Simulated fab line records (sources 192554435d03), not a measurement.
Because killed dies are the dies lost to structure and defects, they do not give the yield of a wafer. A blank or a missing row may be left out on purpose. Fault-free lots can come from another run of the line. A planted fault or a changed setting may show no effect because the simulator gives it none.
Split-lot study | flow n5Finfet | 21 wafers read from 7 lots, route of 1938 steps

## THE SPLIT
At N5_HKMG_FIN_PEB_10 (peb time 60 s), the setting pebTimeS was moved away from the recipe's 60 s on 6 of the 21 wafers read, by -14.4% to +22.4%. For the rest of the wafers, this setting stayed at what the recipe calls for.

## FROM THE SPLIT ON TO THE READING: in between, the file shows 1 step
- N5_HKMG_FIN_DEVELOP_11: develop time 30 s

## THE READING
cdNm, in nm, at N5_HKMG_FIN_CD_MEAS_12 (target cd 92.8 nm). A value of 93.0 nm with a standard deviation of 0.66 nm is what fault-free wafers of this fab line usually give.

wafer  | tool, chamber at the split | pebTimeS as run, s | against the recipe | cdNm, nm | against lot-mates on the recipe
L079.2 | lithoTrack-01, 0           | 55.83              | -7.0%              | 91.2     | -1.9
L079.3 | lithoTrack-01, 0           | 55.83              | -7.0%              | 89.6     | -3.5
L079.4 | lithoTrack-01, 0           | 60                 | recipe             | 93.1     | -
L080.1 | lithoTrack-02, 0           | 60                 | recipe             | 93.4     | -
L080.2 | lithoTrack-02, 0           | 71.26              | +18.8%             | 99.2     | +5.8
L080.4 | lithoTrack-02, 0           | 71.26              | +18.8%             | 98.7     | +5.3
L085.2 | lithoTrack-05, 0           | 60                 | recipe             | 93.0     | -
L085.4 | lithoTrack-05, 0           | 60                 | recipe             | 92.5     | -
L085.6 | lithoTrack-05, 0           | 60                 | recipe             | 93.1     | -
L093.2 | lithoTrack-01, 0           | 60                 | recipe             | 92.9     | -
L093.3 | lithoTrack-01, 0           | 51.34              | -14.4%             | 88.0     | -5.1
L093.4 | lithoTrack-01, 0           | 60                 | recipe             | 93.2     | -
L094.2 | lithoTrack-05, 0           | 60                 | recipe             | 92.6     | -
L094.5 | lithoTrack-05, 0           | 60                 | recipe             | 92.9     | -
L094.6 | lithoTrack-05, 0           | 60                 | recipe             | 92.3     | -
L095.2 | lithoTrack-05, 0           | 60                 | recipe             | 93.5     | -
L095.4 | lithoTrack-05, 0           | 73.47              | +22.4%             | 98.6     | +5.5
L095.5 | lithoTrack-05, 0           | 60                 | recipe             | 92.6     | -
L097.1 | lithoTrack-05, 0           | 60                 | recipe             | 92.8     | -
L097.3 | lithoTrack-05, 0           | 60                 | recipe             | 91.7     | -
L097.6 | lithoTrack-05, 0           | 60                 | recipe             | 91.9     | -

THE FIT
A straight line over all 21 wafers: cdNm changes by +0.308 nm for each +1% of pebTimeS; r = +0.98; the points scatter about the line by 0.59 nm.
The same after taking each lot's own level away (the mean of its wafers on the recipe; 21 wafers): +0.296 nm for each +1%; r = +0.98; scatter 0.52 nm.
That fit puts the effect of the largest move of pebTimeS on the reading at 6.6 nm.
The lots' own levels span 92.13 to 93.40 nm, that is 1.9 times the standard deviation above.
So the lot-to-lot level changes the slope little: the two slopes agree.
Check: +7 nm against its lot-mates is what the line predicts for one of the wafers moved furthest among these (+22.4%) when that wafer is left out of the fit. It came out at +5.55 nm against them.

## OTHER SPLITS APPLIED TO THESE WAFERS
These wafers also went through other splits before the reading. Each is held against what the fit with the lots' levels taken away leaves over:
other split on the same wafers      | wafers away from the commonest value | r with cdNm (lot level and that fit taken away)
N5_ZERO_LAYER_PECVD_02 timeS        | 6                                    | +0.00
N5_ZERO_LAYER_COAT_05 spinRpm       | 6                                    | -0.05
N5_ZERO_LAYER_EXPOSE_08 doseMj      | 5                                    | +0.04
N5_WELL_APT_COAT_02 spinRpm         | 6                                    | -0.17
N5_FIN_SAQP_EXPOSE_13 doseMj        | 7                                    | -0.33
N5_FIN_SAQP_DEVELOP_15 developTimeS | 6                                    | -0.07
N5_FIN_CUT_COAT_19 spinRpm          | 7                                    | -0.04
N5_DUMMY_GATE_COAT_35 spinRpm       | 4                                    | +0.48
N5_SD_EPI_N_ETCH_16 targetDepthA    | 9                                    | +0.29
N5_ILD0_CMP_03 downForcePsi         | 8                                    | -0.11

## FILE'S OWN FIT
cdNm changes by +0.287 nm for each +1% of pebTimeS, r = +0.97.
